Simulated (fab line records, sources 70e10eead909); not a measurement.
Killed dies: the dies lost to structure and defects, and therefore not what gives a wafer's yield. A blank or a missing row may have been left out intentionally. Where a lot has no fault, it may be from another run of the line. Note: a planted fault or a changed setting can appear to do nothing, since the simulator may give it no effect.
Problem report in the 8D (eight disciplines) form, filled by code :: flow nand_harc :: the parts of the form that need people (team, actions taken, sign-off) are left out

== 1. THE PROBLEM ==
At NHARC_P_M2_EXPOSE_06, exposure_dose_mJ_cm2 averages 83.76 over 12 wafers from 4 lots, while fault-free wafers read 80.68, standard deviation 0.098. That is +31 standard deviations from the usual mean.
The step: exposes mask P M2, target cd 170 nm.
Seen first at day 9 01:09 on arfi_scanner-03, wafer L686.2. The record has a number at this step for 36 wafers belonging to 12 lots. Rule for "out" (also "out of limits"): further than 4 standard deviations from the usual mean. Any other wafer with a number is counted as sound.

== 2. WHAT IT IS, AND WHAT IT ISN'T ==
question: which readings at this step
is: exposure_dose_mJ_cm2
is not: -

question: which lots
is: L686, L687, L688, L689
is not: L680, L681, L693, L695, L698, L700, L701, L702

question: which wafers of those lots
is: all that have a number
is not: -

question: read on which tools
is: arfi_scanner-03
is not: arfi_scanner-01, arfi_scanner-02

question: when
is: from day 9 01:09
is not: up to then (6 sound wafers); but 18 sound wafers of L693, L695, L698, L700, L701, L702 came after

== 3. WHAT RULES OUT EACH SUSPECT ==
Counting: a tool at a process step up to the reading stays a suspect if it ran every lot that is out and no sound lot after the first of them.
- arfi_scanner-03 at NHARC_P_M2_EXPOSE_06 (exposes mask P M2, target cd 170 nm): kept. Every lot that is out went through it, starting with L686 (day 9 01:09), and after that it ran no sound lot; the last sound lot it ran before then is L681 (day 7 00:26). Its own readings are out on those wafers: exposure_dose_mJ_cm2.
Remaining after the count: arfi_scanner-03 at NHARC_P_M2_EXPOSE_06.

== 4. THE CAUSE (what the simulator had put in) ==
Drift in process parameters on arfi_scanner-03 at NHARC_P_M2_EXPOSE_06, starting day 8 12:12. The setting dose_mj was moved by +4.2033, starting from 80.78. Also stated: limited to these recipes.
After counting, this tool was the only one left.

== 5. THE CHAIN OF EFFECTS, in route order ==
Rows list readings where the struck wafers' mean (over those with a number) sits beyond 3 standard deviations from the usual. Readings are gone through only where the record gives a usual standard deviation; hours: the median, over the lots, of the time from a lot's start at the first step in this table giving one to that lot's start at this step; sigmas: the change measured in usual standard deviations.
hours: 0
step: NHARC_P_M2_EXPOSE_06
reading: exposure_dose_mJ_cm2
usual: 80.68
on struck wafers: 83.76
change: +3.08
sigmas: +31
Its process steps:
- NHARC_P_M2_EXPOSE_06: exposes mask P M2, target cd 170 nm.
At these later measuring or inspecting steps, every struck wafer for which the step has a row has a number for every such reading, and none has moved that far: NHARC_END_SORT_01.

== 6. HOW IT WOULD HAVE BEEN CAUGHT EARLIER ==
First out-of-limits reading in this record: day 9 01:09, which is 13 hours after fault onset at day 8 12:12.
